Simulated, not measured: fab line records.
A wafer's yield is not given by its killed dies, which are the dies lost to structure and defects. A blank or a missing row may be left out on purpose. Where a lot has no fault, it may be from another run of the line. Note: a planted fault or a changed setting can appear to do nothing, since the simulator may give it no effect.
fab line records | flow nand_harc
record: lots: 12 | wafers: 35 | last_day: 34
route steps=1302 shown P_GATE@144
lots with no fault: from the same line, run without faults
start_h: hours from the record's first day to the start of the lot's first wafer shown | wait_h: hours elapsed since this lot's preceding step | " the same as in the row above | L1.1+2: several wafers, shown together as one row | - value missing, or start not given | * or withheld: withheld | < > ~ a bound
route shown NAME@n: names a module that has steps shown in the file, with the first one's number in the route | usual: mean and standard deviation over wafers with no fault | same: alike in all rows | chamber/n: place in a boat | sites: readings site by site | _std_site: standard deviation across them | _edge_site: outer sites' mean less inner sites' | radius_mm: how far each site lies from the wafer's centre | mask NAME#n: copy n | behind: tool/chamber where the wafer was last shaped | hold: why the lot was held/for how many hours/how that ended | device: which transistor (n, p or np) failed to switch | end of line: the same wafers' tests at the end of the route | where a step has no rows: the recipe by itself | killed: the dies lost at the first sort to structure and to defects; this is not the yield of the wafer | map: shows each die of a wafer: x if killed, . if not, _ if none is there
set.NAME: the setting that was run; set.NAME@STEP: the one run at that earlier step | model.NAME: the simulator's own value behind a step, which no gauge read
a sample of lots followed through the steps of the route, with each step as a table and each wafer as a row
services: a tool's chamber out of use, with start hour (start_h, from the record's first day; less than 0 if before it), hours out, and reason
== steps ==
step: NHARC_P_GATE_DESCUM_31
recipe: time_s: 3 | o2_flow_sccm: 200 | ar_flow_sccm: 0 | bias_power_w: 0 | chemistry: O2
usual: drypump_motor_current_A: 5.68/0.29 | oes_product_au: 0.993/0.011 | rf_vpp_V: 57.6/0.85 | showerhead_plenum_p_Torr: 1.90/0.07 | throttle_valve_pct: 11.312/0.0085
same: time_s: 3
lot.wafer | tool        | chamber | start_h | wait_h | drypump_motor_current_A | oes_product_au | rf_hours_counter_h | rf_vpp_V | showerhead_plenum_p_Torr | throttle_valve_pct
L152.3    | rie_diel-01 | 0       | 105.93  | 0.1    | 5.71                    | 1.004          | 6.7                | 57.4     | 1.86                     | 11.317
L152.6    | "           | 3       | "       | "      | 6.19                    | 0.990          | -                  | 55.9     | 1.81                     | 11.317
L152.5    | "           | 0       | "       | "      | 5.70                    | 1.000          | -                  | 57.1     | 1.86                     | 11.303
L153.3    | rie_diel-01 | 3       | 117.29  | 0.1    | 6.20                    | 0.988          | 6.4                | 57.6     | 1.81                     | 11.313
L153.6    | "           | 2       | "       | "      | 5.46                    | 0.995          | -                  | 57.8     | 2.00                     | 11.310
L153.5    | "           | 3       | "       | "      | 6.19                    | 0.984          | -                  | 56.2     | 1.81                     | 11.323
L155.4    | rie_diel-08 | 1       | 133.70  | 0.1    | 5.88                    | 0.995          | 6.7                | 57.4     | 1.99                     | 11.312
L155.5    | "           | 0       | "       | "      | 5.47                    | 0.989          | -                  | 57.9     | 1.88                     | 11.289
L155.6    | "           | 1       | "       | "      | 5.90                    | 1.001          | -                  | 56.9     | 1.99                     | 11.305
L158.2    | rie_diel-08 | 2       | 168.82  | 0.1    | 6.00                    | 1.004          | 9.3                | 58.9     | 1.82                     | 11.317
L158.3    | "           | 3       | "       | "      | 5.28                    | 0.988          | 8.1                | 57.5     | 1.79                     | 11.318
L158.1    | "           | 1       | "       | "      | 5.91                    | 0.988          | 9.2                | 59.1     | 1.99                     | 11.316
L159.1    | rie_diel-05 | 3       | 179.86  | 0.1    | 5.63                    | 0.998          | 4.2                | 58.3     | 1.93                     | 11.325
L159.3    | "           | 0       | "       | "      | 5.91                    | 0.986          | 4.1                | 57.8     | 1.94                     | 11.310
L159.5    | "           | 1       | "       | "      | 5.31                    | 0.972          | -                  | 58.9     | 1.98                     | 11.308
L160.2    | rie_diel-01 | 2       | 198.09  | 0.1    | 5.45                    | 0.977          | 11.3               | 58.5     | 2.00                     | 11.304
L160.5    | "           | 2       | "       | "      | 5.46                    | 0.989          | -                  | 58.3     | 2.00                     | 11.323
L160.6    | "           | 3       | "       | "      | 6.20                    | 0.996          | -                  | 57.4     | 1.81                     | 11.316
L163.2    | rie_diel-08 | 0       | 214.09  | 0.1    | 5.47                    | 1.018          | 0.3                | 57.8     | 1.88                     | 11.313
L163.5    | "           | 1       | "       | "      | 5.89                    | 0.989          | -                  | 58.6     | 1.98                     | 11.318
L163.6    | "           | 2       | "       | "      | 6.00                    | 1.004          | -                  | 57.8     | 1.82                     | 11.309
L166.2    | rie_diel-05 | 1       | 241.41  | 0.1    | 5.26                    | 0.993          | 0.0                | 58.2     | 1.98                     | 11.311
L166.3    | "           | 2       | "       | "      | 5.71                    | 1.002          | 0.0                | 58.3     | 1.92                     | 11.309
L166.6    | "           | 0       | "       | "      | 5.90                    | 0.992          | -                  | 56.1     | 1.94                     | 11.330
L167.1    | rie_diel-01 | 2       | 262.20  | 0.1    | 5.44                    | 0.981          | 2.4                | 58.1     | 2.00                     | 11.305
L167.2    | "           | 3       | "       | "      | 6.16                    | 0.999          | 2.5                | 56.9     | 1.81                     | 11.315
L170.2    | rie_diel-08 | 0       | 286.69  | 0.1    | 5.47                    | 1.018          | 4.3                | 56.6     | 1.88                     | 11.314
L170.1    | "           | 1       | "       | "      | 5.91                    | 0.993          | 3.9                | 58.2     | 1.98                     | 11.322
L170.5    | "           | 2       | "       | "      | 6.00                    | 0.981          | -                  | 59.1     | 1.82                     | 11.318
L173.4    | rie_diel-08 | 0       | 316.04  | 0.1    | 5.46                    | 1.008          | 5.2                | 58.1     | 1.88                     | 11.306
L173.1    | "           | 1       | "       | "      | 5.90                    | 0.984          | 4.9                | 58.8     | 1.98                     | 11.326
L173.3    | "           | 2       | "       | "      | 6.01                    | 0.980          | 5.1                | 58.6     | 1.81                     | 11.315
L174.2    | rie_diel-01 | 1       | 334.05  | 0.1    | 5.44                    | 0.980          | 7.7                | 56.8     | 1.92                     | 11.329
L174.6    | "           | 3       | "       | "      | 6.21                    | 1.016          | -                  | 56.6     | 1.81                     | 11.323
L174.5    | "           | 0       | "       | "      | 5.77                    | 0.987          | -                  | 58.3     | 1.85                     | 11.313
step: NHARC_P_GATE_STRIP_108
recipe: o2_flow_sccm: 500 | ar_flow_sccm: 0 | bias_w: 0 | chemistry: O2
usual: drypump_motor_current_A: 5.66/0.28 | oes_product_au: 0.994/0.012 | rf_vpp_V: 57.7/0.83 | showerhead_plenum_p_Torr: 3.50/0.12 | throttle_valve_pct: 17.035/0.0096
lot.wafer | tool        | chamber | start_h | wait_h | drypump_motor_current_A | oes_product_au | rf_hours_counter_h | rf_vpp_V | showerhead_plenum_p_Torr | throttle_valve_pct
L152.3    | rie_diel-08 | 3       | 106.61  | -      | 5.30                    | 0.987          | 4.5                | 58.1     | 3.32                     | 17.032
L152.5    | "           | 3       | "       | "      | 5.27                    | 0.991          | -                  | 57.1     | 3.32                     | 17.041
L152.6    | "           | 0       | "       | "      | 5.48                    | 1.004          | -                  | 57.8     | 3.48                     | 17.034
L153.3    | rie_diel-08 | 1       | 118.16  | -      | 5.94                    | 0.996          | 6.6                | 56.9     | 3.65                     | 17.034
L153.6    | "           | 3       | "       | "      | 5.29                    | 0.988          | -                  | 56.6     | 3.32                     | 17.026
L153.5    | "           | 0       | "       | "      | 5.49                    | 0.990          | -                  | 58.3     | 3.48                     | 17.034
L155.4    | rie_diel-05 | 1       | 134.33  | -      | 5.30                    | 0.982          | 2.8                | 57.1     | 3.64                     | 17.043
L155.6    | "           | 0       | "       | "      | 5.94                    | 0.972          | -                  | 58.0     | 3.58                     | 17.043
L155.5    | "           | 1       | "       | "      | 5.31                    | 0.987          | -                  | 59.1     | 3.64                     | 17.038
L158.1    | rie_diel-01 | 0       | 169.54  | -      | 5.80                    | 0.999          | 11.4               | 58.1     | 3.43                     | 17.056
L158.3    | "           | 1       | "       | "      | 5.42                    | 1.011          | 11.4               | 56.8     | 3.54                     | 17.029
L158.2    | "           | 2       | "       | "      | 5.47                    | 0.978          | 9.3                | 56.7     | 3.68                     | 17.042
L159.3    | rie_diel-01 | 1       | 180.49  | -      | 5.35                    | 1.012          | 11.9               | 55.5     | 3.54                     | 17.024
L159.1    | "           | 2       | "       | "      | 5.46                    | 1.005          | 9.6                | 59.1     | 3.68                     | 17.041
L159.5    | "           | 0       | "       | "      | 5.75                    | 1.013          | -                  | 57.5     | 3.43                     | 17.040
L160.2    | rie_diel-05 | 0       | 198.74  | -      | 5.92                    | 0.988          | 5.8                | 58.4     | 3.57                     | 17.027
L160.5    | "           | 2       | "       | "      | 5.73                    | 0.998          | -                  | 57.3     | 3.54                     | 17.034
L160.6    | "           | 3       | "       | "      | 5.65                    | 1.005          | -                  | 59.1     | 3.56                     | 17.035
L163.2    | rie_diel-05 | 0       | 214.68  | -      | 5.91                    | 0.976          | 7.0                | 58.5     | 3.57                     | 17.041
L163.5    | "           | 0       | "       | "      | 5.92                    | 0.983          | -                  | 57.6     | 3.57                     | 17.022
L163.6    | "           | 1       | "       | "      | 5.30                    | 0.986          | -                  | 56.9     | 3.64                     | 17.037
L166.2    | rie_diel-08 | 2       | 242.16  | -      | 6.01                    | 0.989          | 1.6                | 58.9     | 3.36                     | 17.049
L166.3    | "           | 1       | "       | "      | 5.92                    | 0.999          | 1.2                | 58.7     | 3.65                     | 17.025
L166.6    | "           | 2       | "       | "      | 6.02                    | 0.983          | -                  | 57.2     | 3.36                     | 17.037
L167.1    | rie_diel-08 | 1       | 262.84  | -      | 5.94                    | 0.991          | 2.1                | 58.6     | 3.65                     | 17.033
L167.2    | "           | 2       | "       | "      | 6.01                    | 0.999          | 2.4                | 57.7     | 3.36                     | 17.048
L170.2    | rie_diel-01 | 0       | 287.30  | -      | 5.77                    | 0.984          | 4.3                | 58.8     | 3.43                     | 17.037
L170.1    | "           | 1       | "       | "      | 5.42                    | 0.979          | 4.3                | 58.0     | 3.54                     | 17.054
L170.5    | "           | 0       | "       | "      | 5.77                    | 0.992          | -                  | 57.6     | 3.43                     | 17.036
L173.4    | rie_diel-08 | 1       | 316.65  | -      | 5.93                    | 1.000          | 4.9                | 58.1     | 3.65                     | 17.031
L173.1    | "           | 3       | "       | "      | 5.29                    | 0.995          | 5.6                | 57.3     | 3.32                     | 17.025
L173.3    | "           | 0       | "       | "      | 5.47                    | 1.018          | 5.2                | 56.3     | 3.47                     | 17.033
L174.2    | rie_diel-08 | 0       | 334.68  | -      | 5.49                    | 1.012          | 5.6                | 56.4     | 3.47                     | 17.041
L174.6    | "           | 3       | "       | "      | 5.29                    | 0.983          | -                  | 57.7     | 3.32                     | 17.029
L174.5    | "           | 0       | "       | "      | 5.50                    | 1.015          | -                  | 57.3     | 3.47                     | 17.048
step: NHARC_P_GATE_EXPOSE_56
recipe: na: 0.6 | target_cd_nm: 720 | dose_mj: 14.81 | mask_id: P_PSD
lot.wafer  | tool           | chamber | start_h | wait_h | mask
L152.3+5+6 | krf_scanner-03 | 0       | 121.44  | -      | P_PSD#0
L153.3+5+6 | krf_scanner-02 | 0       | 130.84  | -      | P_PSD#0
L155.4+5+6 | krf_scanner-04 | 0       | 147.22  | -      | P_PSD#0
L158.1+2+3 | krf_scanner-04 | 0       | 182.41  | -      | P_PSD#0
L159.1+3+5 | krf_scanner-02 | 0       | 193.27  | -      | P_PSD#0
L160.2+5+6 | krf_scanner-02 | 0       | 211.28  | -      | P_PSD#0
L163.2+5+6 | krf_scanner-04 | 0       | 227.34  | -      | P_PSD#0
L166.2+3+6 | krf_scanner-02 | 0       | 254.93  | -      | P_PSD#0
L167.1+2   | krf_scanner-02 | 0       | 275.40  | -      | P_PSD#0
L170.1+2+5 | krf_scanner-02 | 0       | 300.04  | -      | P_PSD#0
L173.1+3+4 | krf_scanner-04 | 0       | 329.46  | -      | P_PSD#0
L174.2+5+6 | krf_scanner-04 | 0       | 347.81  | -      | P_PSD#0
step: NHARC_P_GATE_CD_MEAS_59
recipe: target_cd_nm: 720 | landing_energy_ev: 500
usual: cd_nm: 718.7/1.7
lot.wafer | tool      | chamber | start_h | wait_h | cd_nm
L152.3    | cd_sem-02 | 0       | 121.59  | -      | 722.1
L152.5    | "         | 0       | "       | "      | 719.2
L152.6    | "         | 0       | "       | "      | 719.3
L153.3    | cd_sem-01 | 0       | 131.00  | -      | 720.3
L153.5    | "         | 0       | "       | "      | 719.3
L153.6    | "         | 0       | "       | "      | 717.5
L155.4    | cd_sem-02 | 0       | 147.37  | -      | 716.0
L155.5    | "         | 0       | "       | "      | 716.2
L155.6    | "         | 0       | "       | "      | 716.8
L158.1    | cd_sem-02 | 0       | 182.57  | -      | 717.8
L158.2    | "         | 0       | "       | "      | 720.1
L158.3    | "         | 0       | "       | "      | 718.3
L159.1    | cd_sem-03 | 0       | 193.43  | -      | 716.4
L159.3    | "         | 0       | "       | "      | 718.3
L159.5    | "         | 0       | "       | "      | 715.7
L160.2    | cd_sem-02 | 0       | 211.44  | -      | 721.0
L160.5    | "         | 0       | "       | "      | 719.9
L160.6    | "         | 0       | "       | "      | 721.0
L163.2    | cd_sem-02 | 0       | 227.49  | -      | 719.4
L163.5    | "         | 0       | "       | "      | 716.2
L163.6    | "         | 0       | "       | "      | 719.5
L166.2    | cd_sem-02 | 0       | 255.08  | -      | 716.6
L166.3    | "         | 0       | "       | "      | 715.7
L166.6    | "         | 0       | "       | "      | 718.0
L167.1    | cd_sem-02 | 0       | 275.56  | -      | 748.1
L167.2    | "         | 0       | "       | "      | 745.6
L170.1    | cd_sem-03 | 0       | 300.20  | -      | 744.1
L170.2    | "         | 0       | "       | "      | 742.8
L170.5    | "         | 0       | "       | "      | 715.9
L173.1    | cd_sem-01 | 0       | 329.62  | -      | 718.2
L173.3    | "         | 0       | "       | "      | 717.5
L173.4    | "         | 0       | "       | "      | 717.8
L174.2    | cd_sem-01 | 0       | 347.96  | -      | 719.0
L174.5    | "         | 0       | "       | "      | 719.8
L174.6    | "         | 0       | "       | "      | 719.6
step: NHARC_P_GATE_CD_MEAS_91
recipe: target_cd_nm: 2000 | landing_energy_ev: 500
usual: cd_nm: 1998.7/2.3
lot.wafer | tool      | chamber | start_h | wait_h | cd_nm
L152.3    | cd_sem-01 | 0       | 123.18  | -      | 1998.3
L152.5    | "         | 0       | "       | "      | 1998.7
L152.6    | "         | 0       | "       | "      | 1997.4
L153.3    | cd_sem-01 | 0       | 132.71  | -      | 1996.4
L153.5    | "         | 0       | "       | "      | 1997.4
L153.6    | "         | 0       | "       | "      | 1997.7
L155.4    | cd_sem-01 | 0       | 149.08  | -      | 1999.1
L155.5    | "         | 0       | "       | "      | 2001.2
L155.6    | "         | 0       | "       | "      | 1999.9
L158.1    | cd_sem-02 | 0       | 184.36  | -      | 1998.4
L158.2    | "         | 0       | "       | "      | 2000.5
L158.3    | "         | 0       | "       | "      | 1998.2
L159.1    | cd_sem-02 | 0       | 195.14  | -      | 1997.3
L159.3    | "         | 0       | "       | "      | 1997.6
L159.5    | "         | 0       | "       | "      | 1997.6
L160.2    | cd_sem-01 | 0       | 213.03  | -      | 1996.8
L160.5    | "         | 0       | "       | "      | 1999.4
L160.6    | "         | 0       | "       | "      | 1999.0
L163.2    | cd_sem-02 | 0       | 229.20  | -      | 1992.5
L163.5    | "         | 0       | "       | "      | 1997.3
L163.6    | "         | 0       | "       | "      | 1997.3
L166.2    | cd_sem-03 | 0       | 256.94  | -      | 1994.3
L166.3    | "         | 0       | "       | "      | 1997.3
L166.6    | "         | 0       | "       | "      | 1995.8
L167.1    | cd_sem-01 | 0       | 277.14  | -      | 2000.0
L167.2    | "         | 0       | "       | "      | 2002.2
L170.1    | cd_sem-01 | 0       | 301.91  | -      | 1998.6
L170.2    | "         | 0       | "       | "      | 2003.1
L170.5    | "         | 0       | "       | "      | 1995.6
L173.1    | cd_sem-02 | 0       | 331.34  | -      | 1999.4
L173.3    | "         | 0       | "       | "      | 1999.3
L173.4    | "         | 0       | "       | "      | 1998.7
L174.2    | cd_sem-03 | 0       | 349.67  | -      | 2004.6
L174.5    | "         | 0       | "       | "      | 2003.6
L174.6    | "         | 0       | "       | "      | 1999.7
== services ==
tool           | chamber | start_h | hours | kind
rie_diel-08    | 0       | 82.66   | 20.5  | repair
krf_scanner-02 | -       | 91.56   | 0.6   | repair
krf_scanner-02 | -       | 94.02   | 4.0   | pm
rie_diel-01    | 1       | 117.23  | 4.0   | repair
rie_diel-05    | 0       | 124.24  | 5.2   | repair
krf_scanner-04 | -       | 136.23  | 0.5   | repair
rie_diel-01    | 2       | 139.04  | 7.3   | repair
rie_diel-05    | 2       | 157.39  | 2.0   | repair
rie_diel-08    | 0       | 179.01  | 24.6  | repair
krf_scanner-02 | -       | 179.12  | 6.2   | repair
rie_diel-08    | 1       | 181.42  | 3.5   | repair
krf_scanner-04 | -       | 183.76  | 4.0   | pm
rie_diel-08    | -       | 184.41  | 1.0   | repair
rie_diel-08    | -       | 190.80  | 9.0   | pm
rie_diel-01    | -       | 203.80  | 9.0   | pm
krf_scanner-04 | -       | 214.49  | 0.9   | repair
rie_diel-05    | -       | 229.60  | 9.0   | pm
rie_diel-01    | -       | 233.51  | 2.1   | repair
krf_scanner-02 | -       | 242.30  | 0.7   | repair
krf_scanner-02 | -       | 266.02  | 4.0   | pm
rie_diel-08    | 2       | 271.40  | 3.6   | repair
krf_scanner-02 | -       | 323.91  | 0.9   | repair
rie_diel-01    | 3       | 324.84  | 8.7   | repair
krf_scanner-02 | -       | 335.06  | 0.1   | repair
== key ==
first_sign: step: NHARC_P_GATE_CD_MEAS_59 | reading: cd_nm | direction: up | sigmas: 15 | usual: 718.7 | struck: 745.1
effect none on later readings
met_at NHARC_P_GATE_EXPOSE_56
struck_lots L167,L170
struck_wafers L167.1,L167.2,L170.1,L170.2
tester_left_out L167,L170
not_acting_at NHARC_P_GATE_DESCUM_31,NHARC_P_GATE_STRIP_108,NHARC_P_GATE_CD_MEAS_91
onset_between 254.93 275.40
fault: kind: process_parameter_drift | tool: krf_scanner-02 | chamber: - | onset_h: 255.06 | steps: NHARC_P_GATE_EXPOSE_56 | channel: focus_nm | offset: 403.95 | shape: step | end_h: 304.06 | scope: struck_wafers_only
tester_left_out: of these lots the tester's yield and bins aren't shown, on N5 and GAA mostly nor the transistor test; their killed dies are dies lost to structure and defects alone, not to doping, threshold or leakage, so they don't give the yield
